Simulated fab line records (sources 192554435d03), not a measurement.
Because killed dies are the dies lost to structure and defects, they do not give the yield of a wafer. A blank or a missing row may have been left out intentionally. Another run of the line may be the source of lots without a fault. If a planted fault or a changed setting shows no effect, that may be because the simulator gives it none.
2 desks, one fault :: flow n5_finfet :: what lay behind the numbers comes last; until then each desk has only its own

== FOR THE TOOL OWNER'S DESK: pecvd-03 ==
The tool's own readings at N5_BEOL_M14_ILD_DEP_00 (deposits SiO2 from TEOS/O2, target thk 1119.3 nm, time 237.4 s): means of the sampled wafers that have a number, for each lot that ran on this tool. Any lot whose mean is over 4 standard deviations away from the usual mean is out of limits and marked OUT; that distance is given in the brackets.
Columns: A = heater_power_w at N5_BEOL_M14_ILD_DEP_00, usual 533 W; B = showerhead_plenum_p_Torr at N5_BEOL_M14_ILD_DEP_00, usual 8.36 Torr; C = susceptor_temp_C at N5_BEOL_M14_ILD_DEP_00, usual 400.02 C; D = throttle_valve_pct at N5_BEOL_M14_ILD_DEP_00, usual 18.4 %
lot: L787
first seen here: day 11 16:04
A: 489
B: 8.36
C: 400.00
D: 18.4

lot: L793
first seen here: day 13 06:46
A: 557
B: 8.40
C: 399.97
D: 18.4

lot: L802
first seen here: day 15 13:20
A: 587
B: 8.37
C: 399.82
D: 19.2

lot: L807
first seen here: day 16 06:32
A: 479
B: 8.38
C: 403.42 (+15) OUT
D: 17.8

lot: L809
first seen here: day 17 13:35
A: 521
B: 8.40
C: 403.49 (+15) OUT
D: 18.6
Finding of this desk: L807, L809 out of limits; the first was L807 at day 16 06:32, on susceptor_temp_C at N5_BEOL_M14_ILD_DEP_00. In limits: L787, L793, L802.

== THE METROLOGY DESK ==
What the gauges read, lot by lot, whatever tool the lot ran on: means of the sampled wafers that have a number. Any lot whose mean is over 4 standard deviations away from the usual mean is out of limits and marked OUT; that distance is given in the brackets.
Columns: A = M13_OVL at N5_BEOL_M13_OVL_MEAS_29, usual 3 nm
lot: L787
first seen here: day 11 12:48
A: 2

lot: L788
first seen here: day 11 19:20
A: 3

lot: L791
first seen here: day 12 11:12
A: 10

lot: L792
first seen here: day 13 02:20
A: 4

lot: L793
first seen here: day 13 02:32
A: 2

lot: L796
first seen here: day 13 16:29
A: 1

lot: L799
first seen here: day 14 06:22
A: -6

lot: L802
first seen here: day 15 10:00
A: 9

lot: L807
first seen here: day 16 02:27
A: 6

lot: L809
first seen here: day 17 09:51
A: 3
This desk's verdict: no lot among the 10 shows anything out of limits.

== ALL TOGETHER ==
On L807, L809, at day 16 06:32, an alarm was possible from the tool owner's desk.
At the metrology desk, nothing out of limits was observed.
The metrology desk has L807, L809 on record, within its limits.
Every lot named ran N5_BEOL_M14_ILD_DEP_00 on pecvd-03.

== WHAT THE SIMULATOR PUT IN ==
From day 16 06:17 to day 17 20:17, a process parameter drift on pecvd-03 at N5_BEOL_M14_ILD_DEP_00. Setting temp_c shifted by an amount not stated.
Lots struck among those shown: L807, L809.
Delay in hours, fault start to first out-of-limits reading, by desk: the tool owner's desk at 0.
